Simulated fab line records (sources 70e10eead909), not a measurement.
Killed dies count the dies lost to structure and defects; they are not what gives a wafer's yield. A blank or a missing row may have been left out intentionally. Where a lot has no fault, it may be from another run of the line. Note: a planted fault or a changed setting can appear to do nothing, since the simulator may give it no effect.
Code-filled problem report in 8D (eight disciplines) form ; flow nand harc ; the parts of the form that need people (team, actions taken, sign-off) are left out

## 1. THE ISSUE
raw defect count at NHARC_A_M1_INSPECT_11 reads a mean of 739 on 2 wafers of 1 lot; wafers without a fault read 31 with a standard deviation of 14. That is +51 standard deviations from the usual mean.
First seen on wafer L643.3, day 22 05:50, on defect inspect-02. Wafers with a number at this step in the record: 36, from 12 lots. The rule behind "out" and "out of limits": a value lying over 4 standard deviations away from the usual mean. The rest of the wafers with a number are treated as sound.

## 2. WHAT IT IS AND WHAT IT IS NOT
question;is;is not
which readings at this step;raw defect count;-
which lots;L643;L624, L626, L627, L628, L629, L631, L635, L638, L639, L641, L647
which wafers of those lots;L643.3, L643.6;L643.1
read on which gauges;defect inspect-02;defect inspect-01
when;from day 22 05:50;"up to then (31 sound wafers); but 3 sound wafers of L647 came after"

## 3. WHAT RULES OUT EACH SUSPECT
Counting: a tool at a process step up to the reading stays a suspect if it ran every lot that is out. Sound lots after the first of them don't rule it out here, since some wafers of a struck lot are sound.
- the gauge at NHARC_A_M1_INSPECT_11 has been ruled out. All the wafers that are out were read on defect inspect-02, but those of them that NHARC_END_SORT_01 has rows for are out there too, on other tools.
- rtp anneal-02 at NHARC_A_M0_ANNEAL_30 (time 90 s): kept. The lot that is out, L643, ran on it at day 22 03:37; the last sound lot it ran before that was L631, at day 19 00:22.
- pecvd-03 at NHARC_A_M0_DEP_32 (deposits SiCN, target thk 30 nm): kept. The lot that is out, L643, ran on it at day 22 04:35; the last sound lot it ran before that was L635, at day 20 04:44.
- Within pecvd-03 at NHARC_A_M0_DEP_32: the wafers that are out ran in chamber 2; their sound lot-mates ran in chamber 1.
The count leaves pecvd-03 at NHARC_A_M0_DEP_32 and rtp anneal-02 at NHARC_A_M0_ANNEAL_30.

## 4. THE CAUSE (what the simulator had put in)
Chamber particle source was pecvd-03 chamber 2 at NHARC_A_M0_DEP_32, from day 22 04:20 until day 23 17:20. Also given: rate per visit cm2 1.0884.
This tool is one of the 2 suspects left after counting.

## 5. THE EFFECT CHAIN, in route order
Each row: a reading whose mean over the struck wafers that have a number lies more than 3 standard deviations from the usual. Only readings whose record carries a usual standard deviation are examined. hours: median over the lots of the time between each lot's start at the first step of this table that gives one and its start at this step. sigmas: the change, counted in usual standard deviations.
hours;step;reading;usual;on struck wafers;change;sigmas
0;NHARC_A_M1_INSPECT_11;raw defect count;31;739;+708;+51
40;NHARC_END_SORT_01;defect limited yield;95.4 %;82.7;-12.8;-7.1
40;NHARC_END_SORT_01;killed at array;27;110;+83;+7.5
40;NHARC_END_SORT_01;killed dies;31;118;+86;+7.2
40;NHARC_END_SORT_01;sort_bin_2_pct;1.5 %;7.5;+6.0;+8.4
40;NHARC_END_SORT_01;sort_bin_3_pct;0.25 %;4.51;+4.26;+19
40;NHARC_END_SORT_01;sort n pass;646;560;-86;-7.2
40;NHARC_END_SORT_01;sort yield pct;95.4 %;82.7;-12.8;-7.1

## 6. WHAT WOULD HAVE CAUGHT IT SOONER
In this record the first reading out of limits at a measuring or inspecting step was taken at day 22 05:50, 2 hours after the fault began at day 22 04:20.
Tool readings at NHARC_A_M0_DEP_32 with a usual standard deviation given in the record: none out on any struck wafer, hence no alarm at a limit of 4 standard deviations on them.
All the lots that are out (1) had begun NHARC_A_M0_DEP_32 on pecvd-03 by day 22 05:50. Holding the tool at that point would not have protected any of them.
